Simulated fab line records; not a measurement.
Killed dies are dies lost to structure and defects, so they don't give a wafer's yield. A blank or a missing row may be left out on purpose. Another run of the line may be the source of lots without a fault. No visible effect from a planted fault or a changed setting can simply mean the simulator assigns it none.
Chamber matching + flow n5_finfet + N5_BEOL_M4_ETCH_74 on rie_diel-03 has 4 sister chambers
The step etches underlayer in N2/H2, target depth 6.5 nm, time 5.2 s. 22 wafers are shown with their chamber, then 11 later ones without.

## WAFERS, EACH WITH ITS CHAMBER
| wafer  | chamber | showerhead_plenum_p_Torr (Torr) | drypump_motor_current_A (A) | etch_rf_on_time_s (s) |
|--------|---------|---------------------------------|-----------------------------|-----------------------|
| L075.3 | 0       | 2.56                            | 5.0                         | 4.89                  |
| L075.4 | 2       | 2.41                            | 5.2                         | 4.88                  |
| L075.6 | 1       | 2.51                            | 5.8                         | 5.93                  |
| L077.1 | 3       | 2.71                            | 4.9                         | 5.21                  |
| L077.2 | 2       | 2.41                            | 5.2                         | 5.06                  |
| L077.5 | 3       | 2.70                            | 4.9                         | 5.22                  |
| L076.1 | 1       | 2.50                            | 5.8                         | 5.93                  |
| L076.5 | 2       | 2.40                            | 5.3                         | 5.03                  |
| L076.6 | 3       | 2.70                            | 4.9                         | 5.16                  |
| L081.1 | 3       | 2.70                            | 4.9                         | 5.16                  |
| L081.2 | 2       | 2.40                            | 5.2                         | 5.03                  |
| L081.4 | 1       | 2.50                            | 5.8                         | 5.89                  |
| L084.2 | 0       | 2.55                            | 5.0                         | 4.99                  |
| L084.4 | 3       | 2.70                            | 4.9                         | 5.12                  |
| L084.6 | 3       | 2.70                            | 4.8                         | 5.14                  |
| L088.1 | 2       | 2.40                            | 5.2                         | 5.04                  |
| L088.2 | 1       | 2.50                            | 5.9                         | 5.88                  |
| L088.4 | 3       | 2.70                            | 4.9                         | 5.14                  |
| L091.1 | 3       | 2.69                            | 4.8                         | 5.15                  |
| L091.3 | 0       | 2.55                            | 5.0                         | 5.03                  |
| L091.6 | 3       | 2.69                            | 4.9                         | 5.13                  |
| L093.1 | 1       | 2.49                            | 5.9                         | 5.42                  |

SIGNATURES (averages over the wafers above)
| reading                  | chamber 0 | chamber 1 | chamber 2 | chamber 3 | scatter within a chamber |
|--------------------------|-----------|-----------|-----------|-----------|--------------------------|
| showerhead_plenum_p_Torr | 2.5533    | 2.5000    | 2.4040    | 2.6989    | 0.00613                  |
| drypump_motor_current_A  | 5.000     | 5.840     | 5.220     | 4.878     | 0.0444                   |
| etch_rf_on_time_s        | 4.9700    | 5.8100    | 5.0080    | 5.1589    | 0.114                    |
Rule: for each reading, subtract the chamber's mean from the wafer's reading, divide by that reading's scatter and square the result; add these up over the readings and take the root, which gives the wafer's distance from the chamber. The wafer belongs to the nearest chamber; if the next one is less than 2 further off, it can't be placed. The scatter: the root of (the sum of the squares of (reading less its chamber's mean) over the shown wafers, divided by (wafers less chambers)).

## WAFERS WITH NO CHAMBER GIVEN
| wafer  | showerhead_plenum_p_Torr (Torr) | drypump_motor_current_A (A) | etch_rf_on_time_s (s) |
|--------|---------------------------------|-----------------------------|-----------------------|
| L093.3 | 2.39                            | 5.2                         | 4.99                  |
| L093.5 | 2.49                            | 5.8                         | 5.48                  |
| L094.1 | 2.39                            | 5.2                         | 5.06                  |
| L094.2 | 2.69                            | 4.9                         | 5.22                  |
| L094.3 | 2.49                            | 5.8                         | 5.42                  |
| L094.4 | 2.54                            | 5.0                         | 5.02                  |
| L094.5 | 2.69                            | 4.9                         | 5.19                  |
| L094.6 | 2.39                            | 5.3                         | 5.00                  |
| L095.1 | 2.69                            | 4.8                         | 5.18                  |
| L095.5 | 2.49                            | 5.8                         | 5.47                  |
| L095.6 | 2.39                            | 5.2                         | 5.02                  |

## CHAMBER TAKEN BY EACH
| wafer  | from the rows above | in truth |
|--------|---------------------|----------|
| L093.3 | 2                   | 2        |
| L093.5 | 1                   | 1        |
| L094.1 | 2                   | 2        |
| L094.2 | 3                   | 3        |
| L094.3 | 1                   | 1        |
| L094.4 | 0                   | 0        |
| L094.5 | 3                   | 3        |
| L094.6 | 2                   | 2        |
| L095.1 | 3                   | 3        |
| L095.5 | 1                   | 1        |
| L095.6 | 2                   | 2        |
Correct placement for 11 of the 11. From these rows, 0 cannot be placed. Placed wrongly: 0.
